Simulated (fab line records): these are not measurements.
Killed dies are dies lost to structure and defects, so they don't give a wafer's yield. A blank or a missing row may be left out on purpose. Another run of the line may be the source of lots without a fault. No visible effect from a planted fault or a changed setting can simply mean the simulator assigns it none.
Lot-split experiment	flow n5 finfet	7 lots, 21 wafers read, on a route of 1938 steps

## SPLIT DETAILS
At N5_GATE_CUT_EXPOSE_10 (exposes mask GATE CUT, target cd 20 nm), the setting dose mj was moved away from the recipe's 43.25 on 10 of the 21 wafers read, by -6.4% to +6.0%. For the rest of the wafers, this setting stayed at what the recipe calls for.

## FROM THE SPLIT TO THE READING: what the file shows between them, 2 steps
- N5_GATE_CUT_PEB_11: peb time 60 s
- N5_GATE_CUT_DEVELOP_12: develop time 30 s

## THE READING
cd nm (nm) at N5_GATE_CUT_CD_MEAS_13, where the cd target is 20 nm. Fault-free wafers of this fab line usually give 19.98 nm, standard deviation 0.25 nm.

wafer	tool, chamber at the split	dose mj as run	against the recipe	cd nm, nm	against lot-mates on the recipe
L078.1	euv scanner-01, 0	43.25	recipe	20.34	-
L078.2	euv scanner-01, 0	44.64	+3.2%	20.44	+0.10
L078.6	euv scanner-01, 0	44.64	+3.2%	20.78	+0.44
L079.1	euv scanner-01, 0	40.89	-5.5%	18.91	-1.02
L079.3	euv scanner-01, 0	40.89	-5.5%	18.55	-1.38
L079.5	euv scanner-01, 0	43.25	recipe	19.93	-
L080.2	euv scanner-02, 0	43.25	recipe	19.68	-
L080.3	euv scanner-02, 0	44.46	+2.8%	20.06	+0.38
L080.4	euv scanner-02, 0	44.46	+2.8%	20.39	+0.71
L082.2	euv scanner-01, 0	43.25	recipe	19.87	-
L082.5	euv scanner-01, 0	43.25	recipe	19.98	-
L082.6	euv scanner-01, 0	40.48	-6.4%	18.40	-1.53
L084.4	euv scanner-01, 0	41.05	-5.1%	18.34	-1.43
L084.5	euv scanner-01, 0	41.05	-5.1%	18.46	-1.31
L084.6	euv scanner-01, 0	43.25	recipe	19.77	-
L093.1	euv scanner-02, 0	43.25	recipe	19.59	-
L093.3	euv scanner-02, 0	43.25	recipe	19.69	-
L093.4	euv scanner-02, 0	45.85	+6.0%	21.27	+1.63
L097.1	euv scanner-01, 0	43.25	recipe	19.85	-
L097.3	euv scanner-01, 0	43.25	recipe	20.01	-
L097.6	euv scanner-01, 0	43.25	recipe	20.22	-

THE FIT
A straight line over all 21 wafers: cd nm changes by +0.23 nm for each +1% of dose mj; r = +0.96; the points scatter about the line by 0.24 nm.
The same after taking each lot's own level away (the mean of its wafers on the recipe; 21 wafers): +0.226 nm for each +1%; r = +0.97; scatter 0.2 nm.
The reading moves by 1.4 nm for the largest change in dose mj, on that fit.
The lots' own levels span 19.640 to 20.340 nm, that is 2.8 times the standard deviation above.
The two slopes are in agreement: the lot-to-lot level therefore moves the slope only a little.
Check: for one of the wafers moved furthest among these (-6.4%), held out of the fit, the line's prediction against its lot-mates is -1.5 nm. Against them it came out at -1.53 nm.

## THE WHOLE CHAIN: every reading that the file lists as answering this split, in the file's order
step	what it does	reading	change (the file's fit)	r (the file's)
N5_GATE_CUT_CD_MEAS_13	target cd 20 nm	cd nm	+0.235 nm for each +1% of the setting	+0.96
N5_GATE_CUT_DESCUM_18	chemistry O2, time 7 s	GATE_CUT.cd nm (the simulator's own value, which no gauge read)	+0.246 nm for each +1% of the setting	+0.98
N5_GATE_CUT_ETCH_28	etches underlayer in N2/H2, target depth 13 nm, time 10.4 s	GATE_CUT.cd nm (the simulator's own value, which no gauge read)	+0.239 nm for each +1% of the setting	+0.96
N5_GATE_CUT_ETCH_36	etches SiARC in CF4, target depth 13 nm, time 21.7 s	GATE_CUT.cd nm (the simulator's own value, which no gauge read)	+0.22 nm for each +1% of the setting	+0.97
N5_GATE_CUT_ETCH_37	etches SOC in N2/H2, target depth 60 nm, overetch 12 nm, time 90 s	GATE_CUT.cd nm (the simulator's own value, which no gauge read)	+0.235 nm for each +1% of the setting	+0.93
N5_GATE_CUT_HM_OPEN_40	chemistry C4F6/O2, target SiO2, target depth 139 nm, time 85.1 s	GATE_CUT.cd nm (the simulator's own value, which no gauge read)	+0.205 nm for each +1% of the setting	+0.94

## THE FILE'S OWN FIT
cd nm changes by +0.235 nm for each +1% of dose mj, r = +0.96.
